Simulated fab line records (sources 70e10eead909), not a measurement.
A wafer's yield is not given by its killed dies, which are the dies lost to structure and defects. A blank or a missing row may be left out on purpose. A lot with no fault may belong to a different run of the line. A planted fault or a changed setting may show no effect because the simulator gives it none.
Which tool did it?	flow nand_harc	24 lots with 72 wafers sampled at 6 steps, on a route of 1302 steps

== WHAT THE GAUGES SHOWED, per wafer ==
No reading from a measuring or inspecting step in the record can be judged against a usual standard deviation.

== WHICH TOOL RAN EACH LOT (tool, then ch and the chambers of the sampled wafers, then the start) ==
lot	NHARC_A_STAIRCASE_ETCH_19	NHARC_A_STAIRCASE_TRIM_22	NHARC_A_STAIRCASE_ETCH_188	NHARC_A_STAIRCASE_STRIP_205	NHARC_A_STAIRCASE_DESCUM_219	NHARC_A_STAIRCASE_TRIM_220
L074	rie_diel-09 ch 1,2, day 16 05:58 or earlier	rie_diel-09 ch 1,2, day 16 05:58 or earlier	rie_diel-09 ch 0,1,3, day 16 05:58 or earlier	plasma_asher-01 ch 1, day 16 05:58	rie_diel-09 ch 1,2,3, day 16 07:29	rie_diel-09 ch 1,2, day 16 07:34
L075	rie_diel-01 ch 1,2,3, day 16 18:35 or earlier	rie_diel-09 ch 0,2,3, day 16 18:35 or earlier	rie_diel-09 ch 1,2,3, day 16 18:35 or earlier	plasma_asher-01 ch 0, day 16 18:35	rie_diel-01 ch 1,2,3, day 16 20:04	rie_diel-01 ch 1,3, day 16 20:08
L076	rie_diel-04 ch 0,1,3, day 16 18:47 or earlier	rie_diel-01 ch 0,2,3, day 16 18:47 or earlier	rie_diel-04 ch 1,2,3, day 16 18:47 or earlier	plasma_asher-02 ch 0,1, day 16 18:47	rie_diel-09 ch 0,2,3, day 16 20:18	rie_diel-09 ch 0,2,3, day 16 20:23
L078	rie_diel-04 ch 0,1,3, day 18 05:23 or earlier	rie_diel-04 ch 0,1, day 18 05:23 or earlier	rie_diel-01 ch 0,1, day 18 05:23 or earlier	plasma_asher-02 ch 0,1, day 18 05:23	rie_diel-09 ch 1,2,3, day 18 06:49	rie_diel-09 ch 0,2,3, day 18 06:54
L080	rie_diel-09 ch 1,2,3, day 18 07:56 or earlier	rie_diel-09 ch 0,2,3, day 18 07:56 or earlier	rie_diel-09 ch 0,1,2, day 18 07:56 or earlier	plasma_asher-01 ch 0,1, day 18 07:56	rie_diel-04 ch 0,2,3, day 18 09:32	rie_diel-04 ch 0,1,3, day 18 09:37
L079	rie_diel-09 ch 1,2,3, day 18 13:45 or earlier	rie_diel-09 ch 1,2,3, day 18 13:45 or earlier	rie_diel-09 ch 0,1,2, day 18 13:45 or earlier	plasma_asher-02 ch 0,1, day 18 13:45	rie_diel-01 ch 0,1,2, day 18 15:16	rie_diel-01 ch 0,1, day 18 15:22
L077	rie_diel-01 ch 0,2, day 18 14:10 or earlier	rie_diel-01 ch 0,1,2, day 18 14:10 or earlier	rie_diel-04 ch 0,1,2, day 18 14:10 or earlier	plasma_asher-02 ch 0,1, day 18 14:10	rie_diel-04 ch 0,1,3, day 18 15:39	rie_diel-04 ch 0,1,2, day 18 15:46
L082	rie_diel-04 ch 0,3, day 18 22:55 or earlier	rie_diel-04 ch 0,2, day 18 22:55 or earlier	rie_diel-01 ch 0,1,3, day 18 22:55 or earlier	plasma_asher-01 ch 0,1, day 18 22:55	rie_diel-09 ch 0,1,2, day 19 00:16	rie_diel-09 ch 0,1,2, day 19 00:22
L081	rie_diel-04 ch 0,1,3, day 18 23:15 or earlier	rie_diel-09 ch 1,2,3, day 18 23:15 or earlier	rie_diel-01 ch 0,2,3, day 18 23:15 or earlier	plasma_asher-01 ch 0,1, day 18 23:15	rie_diel-01 ch 1,3, day 19 00:41	rie_diel-01 ch 0,1,3, day 19 00:46
L083	rie_diel-01 ch 1,2, day 20 11:45 or earlier	rie_diel-01 ch 1,2,3, day 20 11:45 or earlier	rie_diel-04 ch 2,3, day 20 11:45 or earlier	plasma_asher-02 ch 0, day 20 11:45	rie_diel-09 ch 0,1,3, day 20 13:17	rie_diel-09 ch 0,2,3, day 20 13:22
L086	rie_diel-04 ch 0,2,3, day 20 12:04 or earlier	rie_diel-04 ch 0,1,2, day 20 12:04 or earlier	rie_diel-09 ch 0,1,2, day 20 12:04 or earlier	plasma_asher-01 ch 0,1, day 20 12:04	rie_diel-04 ch 0,1,2, day 20 13:36	rie_diel-04 ch 0,2, day 20 13:41
L084	rie_diel-04 ch 0,1, day 20 16:43 or earlier	rie_diel-09 ch 0,2,3, day 20 16:43 or earlier	rie_diel-04 ch 0,1,2, day 20 16:43 or earlier	plasma_asher-01 ch 0,1, day 20 16:43	rie_diel-04 ch 0,2, day 20 18:13	rie_diel-04 ch 1,2, day 20 18:20
L085	rie_diel-04 ch 0,1,2, day 20 17:04 or earlier	rie_diel-01 ch 0,1, day 20 17:04 or earlier	rie_diel-01 ch 2,3, day 20 17:04 or earlier	plasma_asher-02 ch 0, day 20 17:04	rie_diel-01 ch 0,2, day 20 18:32	rie_diel-01 ch 1,2, day 20 18:38
L087	rie_diel-09 ch 1,2,3, day 21 21:25 or earlier	rie_diel-01 ch 2,3, day 21 21:25 or earlier	rie_diel-09 ch 0,3, day 21 21:25 or earlier	plasma_asher-02 ch 1, day 21 21:25	rie_diel-01 ch 1,2, day 21 22:56	rie_diel-01 ch 2,3, day 21 23:01
L088	rie_diel-04 ch 0,3, day 22 08:39 or earlier	rie_diel-09 ch 2,3, day 22 08:39 or earlier	rie_diel-01 ch 0,1,2, day 22 08:39 or earlier	plasma_asher-01 ch 0,1, day 22 08:39	rie_diel-04 ch 0,1,3, day 22 09:56	rie_diel-04 ch 0,1,2, day 22 10:01
L089	rie_diel-04 ch 2,3, day 22 09:42 or earlier	rie_diel-01 ch 0,1,2, day 22 09:42 or earlier	rie_diel-09 ch 0,1, day 22 09:42 or earlier	plasma_asher-01 ch 0,1, day 22 09:42	rie_diel-01 ch 1,2,3, day 22 11:11	rie_diel-01 ch 0,1, day 22 11:16
L091	rie_diel-09 ch 2,3, day 22 17:22 or earlier	rie_diel-01 ch 0,1,2, day 22 17:22 or earlier	rie_diel-04 ch 2,3, day 22 17:22 or earlier	plasma_asher-02 ch 0,1, day 22 17:22	rie_diel-01 ch 0,1,3, day 22 18:52	rie_diel-01 ch 0,1,2, day 22 18:56
L090	rie_diel-01 ch 0,2,3, day 23 00:03 or earlier	rie_diel-09 ch 0,1,3, day 23 00:03 or earlier	rie_diel-04 ch 1,3, day 23 00:03 or earlier	plasma_asher-01 ch 0,1, day 23 00:03	rie_diel-04 ch 0,2, day 23 01:32	rie_diel-04 ch 1,3, day 23 01:37
L092	rie_diel-04 ch 0,1, day 23 08:35 or earlier	rie_diel-01 ch 0,1, day 23 08:35 or earlier	rie_diel-04 ch 0,2,3, day 23 08:35 or earlier	plasma_asher-02 ch 0,1, day 23 08:35	rie_diel-01 ch 0,1,2, day 23 10:05	rie_diel-01 ch 0,2,3, day 23 10:11
L093	rie_diel-04 ch 0,2,3, day 24 18:04 or earlier	rie_diel-09 ch 0,1,2, day 24 18:04 or earlier	rie_diel-04 ch 0,2,3, day 24 18:04 or earlier	plasma_asher-01 ch 0,1, day 24 18:04	rie_diel-09 ch 0,1,3, day 24 19:28	rie_diel-09 ch 0,1,2, day 24 19:35
L096	rie_diel-01 ch 0,2,3, day 25 08:10 or earlier	rie_diel-09 ch 0,1,2, day 25 08:10 or earlier	rie_diel-01 ch 0,1,3, day 25 08:10 or earlier	plasma_asher-01 ch 0,1, day 25 08:10	rie_diel-01 ch 0,2,3, day 25 09:40	rie_diel-01 ch 1,2,3, day 25 09:49
L094	rie_diel-04 ch 0,2, day 25 06:39 or earlier	rie_diel-01 ch 1,2,3, day 25 06:39 or earlier	rie_diel-09 ch 1,2,3, day 25 06:39 or earlier	plasma_asher-01 ch 0,1, day 25 06:39	rie_diel-04 ch 1,2,3, day 25 08:07	rie_diel-04 ch 1,2,3, day 25 08:12
L095	rie_diel-09 ch 2,3, day 25 13:47 or earlier	rie_diel-01 ch 0,1,3, day 25 13:47 or earlier	rie_diel-09 ch 0,1, day 25 13:47 or earlier	plasma_asher-01 ch 0,1, day 25 13:47	rie_diel-09 ch 0,1,2, day 25 15:28	rie_diel-09 ch 0,1,3, day 25 15:35
L097	rie_diel-09 ch 1,2,3, day 26 11:32 or earlier	rie_diel-09 ch 0,3, day 26 11:32 or earlier	rie_diel-01 ch 1,2,3, day 26 11:32 or earlier	plasma_asher-01 ch 0,1, day 26 11:32	rie_diel-09 ch 0,2,3, day 26 12:58	rie_diel-09 ch 1,2, day 26 13:03
- NHARC_A_STAIRCASE_ETCH_19: etches the open film in C4F8/O2, target depth 100 nm, time 40.5 s.
- NHARC_A_STAIRCASE_TRIM_22: chemistry O2, time 211.2 s.
- NHARC_A_STAIRCASE_ETCH_188: etches the open film in C4F8/O2, target depth 100 nm, time 40.5 s.
- NHARC_A_STAIRCASE_STRIP_205: strips in O2.
- NHARC_A_STAIRCASE_DESCUM_219: chemistry O2, time 3 s.
- NHARC_A_STAIRCASE_TRIM_220: chemistry O2, time 211.2 s.

== WHAT THE TOOLS THEMSELVES READ (means of the sampled wafers that have a number; where no wafer has one, the mark that the record gives instead) ==
NHARC_A_STAIRCASE_ETCH_19.
lot	tool	oes_product_au (a.u.)	rf_vpp_V (V)
L074	rie_diel-09	0.956	897
L075	rie_diel-01	0.944	896
L076	rie_diel-04	0.948	898
L078	rie_diel-04	0.936	898
L080	rie_diel-09	0.952	899
L079	rie_diel-09	0.958	899
L077	rie_diel-01	0.946	902
L082	rie_diel-04	0.920	895
L081	rie_diel-04	0.942	898
L083	rie_diel-01	0.936	898
L086	rie_diel-04	0.944	895
L084	rie_diel-04	0.932	902
L085	rie_diel-04	0.936	899
L087	rie_diel-09	0.954	898
L088	rie_diel-04	0.940	894
L089	rie_diel-04	0.945	895
L091	rie_diel-09	0.941	897
L090	rie_diel-01	0.947	897
L092	rie_diel-04	0.949	899
L093	rie_diel-04	0.939	895
L096	rie_diel-01	0.944	896
L094	rie_diel-04	0.942	898
L095	rie_diel-09	0.952	899
L097	rie_diel-09	0.943	898

NHARC_A_STAIRCASE_TRIM_22.
lot	tool	drypump_motor_current_A (A)	oes_product_au (a.u.)	rf_vpp_V (V)	showerhead_plenum_p_Torr (Torr)	throttle_valve_pct (%)
L074	rie_diel-09	6.3	1.009	57.6	3.58	17.041
L075	rie_diel-09	5.9	1.002	56.9	3.52	17.032
L076	rie_diel-01	5.9	1.010	57.5	3.59	17.029
L078	rie_diel-04	5.3	1.000	59.2	3.68	17.030
L080	rie_diel-09	5.9	1.008	58.1	3.51	17.035
L079	rie_diel-09	6.0	1.010	58.1	3.60	17.025
L077	rie_diel-01	5.7	1.004	58.0	3.67	17.033
L082	rie_diel-04	5.4	0.998	58.1	3.58	17.027
L081	rie_diel-09	6.0	1.007	57.0	3.60	17.052
L083	rie_diel-01	5.9	0.997	57.8	3.52	17.038
L086	rie_diel-04	5.4	1.004	58.0	3.63	17.033
L084	rie_diel-09	5.9	1.010	58.0	3.50	17.031
L085	rie_diel-01	5.2	1.012	57.4	3.71	17.035
L087	rie_diel-01	6.2	0.998	58.1	3.43	17.033
L088	rie_diel-09	5.7	1.007	58.3	3.61	17.033
L089	rie_diel-01	5.7	0.998	56.8	3.65	17.035
L091	rie_diel-01	5.7	1.007	58.4	3.65	17.033
L090	rie_diel-09	6.2	1.003	58.0	3.51	17.035
L092	rie_diel-01	5.3	1.004	58.2	3.70	17.040
L093	rie_diel-09	6.2	1.008	57.2	3.46	17.041
L096	rie_diel-09	6.2	1.011	58.0	3.46	17.029
L094	rie_diel-01	5.9	0.996	57.8	3.50	17.041
L095	rie_diel-01	5.5	1.001	58.3	3.55	17.032
L097	rie_diel-09	6.0	0.999	57.2	3.41	17.035

NHARC_A_STAIRCASE_ETCH_188.
lot	tool	oes_product_au (a.u.)	rf_vpp_V (V)
L074	rie_diel-09	0.928	897
L075	rie_diel-09	0.956	898
L076	rie_diel-04	0.937	899
L078	rie_diel-01	0.946	902
L080	rie_diel-09	0.948	895
L079	rie_diel-09	0.949	895
L077	rie_diel-04	0.934	899
L082	rie_diel-01	0.956	897
L081	rie_diel-01	0.946	898
L083	rie_diel-04	0.920	894
L086	rie_diel-09	0.945	895
L084	rie_diel-04	0.926	900
L085	rie_diel-01	0.965	895
L087	rie_diel-09	0.956	896
L088	rie_diel-01	0.952	900
L089	rie_diel-09	0.959	894
L091	rie_diel-04	0.950	894
L090	rie_diel-04	0.937	896
L092	rie_diel-04	0.925	896
L093	rie_diel-04	0.920	896
L096	rie_diel-01	0.945	897
L094	rie_diel-09	0.954	897
L095	rie_diel-09	0.942	894
L097	rie_diel-01	0.956	895

NHARC_A_STAIRCASE_STRIP_205.
lot	tool	drypump_motor_current_A (A)	heater_power_w (W)	temp_c (C)
L074	plasma_asher-01	5.2	335	249.99
L075	plasma_asher-01	5.8	317	250.04
L076	plasma_asher-02	5.9	333	249.94
L078	plasma_asher-02	5.9	339	249.88
L080	plasma_asher-01	5.6	323	249.84
L079	plasma_asher-02	5.9	342	250.00
L077	plasma_asher-02	5.9	344	250.05
L082	plasma_asher-01	5.6	322	250.19
L081	plasma_asher-01	5.6	327	249.91
L083	plasma_asher-02	5.4	344	249.92
L086	plasma_asher-01	5.4	329	249.94
L084	plasma_asher-01	5.4	329	250.09
L085	plasma_asher-02	5.4	343	250.02
L087	plasma_asher-02	6.1	340	249.84
L088	plasma_asher-01	5.4	330	249.66
L089	plasma_asher-01	5.4	328	250.09
L091	plasma_asher-02	5.9	340	250.09
L090	plasma_asher-01	5.6	325	249.96
L092	plasma_asher-02	5.6	339	249.71
L093	plasma_asher-01	5.4	332	249.98
L096	plasma_asher-01	5.4	328	249.87
L094	plasma_asher-01	5.4	333	250.27
L095	plasma_asher-01	5.4	332	249.91
L097	plasma_asher-01	5.4	337	250.08

NHARC_A_STAIRCASE_DESCUM_219.
lot	tool	drypump_motor_current_A (A)	oes_product_au (a.u.)	rf_vpp_V (V)	showerhead_plenum_p_Torr (Torr)	throttle_valve_pct (%)
L074	rie_diel-09	6.0	1.016	57.9	1.96	11.299
L075	rie_diel-01	5.9	1.011	57.5	1.91	11.313
L076	rie_diel-09	5.9	1.002	58.8	1.91	11.304
L078	rie_diel-09	6.0	1.008	58.5	1.96	11.312
L080	rie_diel-04	5.7	0.998	57.9	1.92	11.303
L079	rie_diel-01	5.7	0.997	58.1	1.99	11.309
L077	rie_diel-04	5.6	0.998	56.7	1.95	11.306
L082	rie_diel-09	6.2	1.006	57.9	1.89	11.308
L081	rie_diel-01	5.4	1.000	58.4	1.91	11.314
L083	rie_diel-09	6.2	0.994	58.4	1.91	11.311
L086	rie_diel-04	5.4	1.007	57.8	1.97	11.317
L084	rie_diel-04	5.3	1.000	57.8	1.94	11.317
L085	rie_diel-01	5.7	1.011	57.8	2.02	11.318
L087	rie_diel-01	5.6	0.997	58.1	1.95	11.315
L088	rie_diel-04	5.6	1.003	57.6	1.94	11.311
L089	rie_diel-01	5.9	1.001	57.4	1.90	11.316
L091	rie_diel-01	5.5	1.004	57.9	1.93	11.315
L090	rie_diel-04	5.3	1.003	57.0	1.93	11.300
L092	rie_diel-01	5.7	1.003	57.5	1.98	11.310
L093	rie_diel-09	6.2	1.001	58.0	1.90	11.318
L096	rie_diel-01	5.9	1.008	56.9	1.93	11.308
L094	rie_diel-04	5.7	0.994	58.1	1.93	11.306
L095	rie_diel-09	6.2	1.011	58.4	1.87	11.308
L097	rie_diel-09	5.9	1.003	57.0	1.89	11.314

NHARC_A_STAIRCASE_TRIM_220.
lot	tool	drypump_motor_current_A (A)	oes_product_au (a.u.)	rf_vpp_V (V)	showerhead_plenum_p_Torr (Torr)	throttle_valve_pct (%)
L074	rie_diel-09	6.1	1.014	58.4	3.57	17.049
L075	rie_diel-01	5.4	1.006	57.4	3.53	17.033
L076	rie_diel-09	5.9	1.007	57.5	3.52	17.040
L078	rie_diel-09	5.9	1.009	57.4	3.51	17.032
L080	rie_diel-04	5.7	0.998	58.5	3.59	17.042
L079	rie_diel-01	5.2	1.000	58.3	3.66	17.032
L077	rie_diel-04	5.4	1.000	57.5	3.63	17.033
L082	rie_diel-09	6.2	1.005	57.3	3.48	17.032
L081	rie_diel-01	5.5	0.995	58.4	3.57	17.043
L083	rie_diel-09	5.9	1.000	57.6	3.50	17.038
L086	rie_diel-04	5.5	0.988	58.5	3.58	17.030
L084	rie_diel-04	5.4	1.004	57.1	3.67	17.036
L085	rie_diel-01	5.6	0.991	57.9	3.60	17.031
L087	rie_diel-01	6.2	1.004	57.9	3.43	17.039
L088	rie_diel-04	5.4	1.001	57.0	3.61	17.037
L089	rie_diel-01	5.3	1.007	57.5	3.70	17.033
L091	rie_diel-01	5.7	0.997	58.0	3.65	17.036
L090	rie_diel-04	6.0	0.994	59.3	3.52	17.029
L092	rie_diel-01	5.9	1.006	58.1	3.56	17.034
L093	rie_diel-09	6.2	1.011	56.8	3.46	17.036
L096	rie_diel-01	5.9	1.002	57.8	3.50	17.029
L094	rie_diel-04	5.8	0.994	58.3	3.56	17.037
L095	rie_diel-09	6.2	1.011	57.2	3.50	17.029
L097	rie_diel-09	6.1	1.009	57.5	3.52	17.033

== THE ANSWER, worked out from the rows above alone ==
Rule: usual is defined by the lots themselves. The widest of any qualifying gaps counts: lots, ordered by their means at a reading, are off when they make up no more than a third of the lots, leave a main group of 4 or more, and stand apart from it by 3 or more times the standard deviation of that group's means. The tables above print the reading to a certain number of digits; a main group whose means all agree to those digits is not used. Also off: a lot with no number at a reading for which 4 or more lots have one. All remaining lots with rows at the step are treated as sound. After the gauges, taken in route order, come the tools' own readings; for these a lot's mean is taken, as printed above. At the first step where some lot is off, the reading lying furthest off is the one used; lots without a number count as furthest.
Nothing can be told from this: no lot is off at any reading shown.

== WHAT THE SIMULATOR HAD PUT IN ==
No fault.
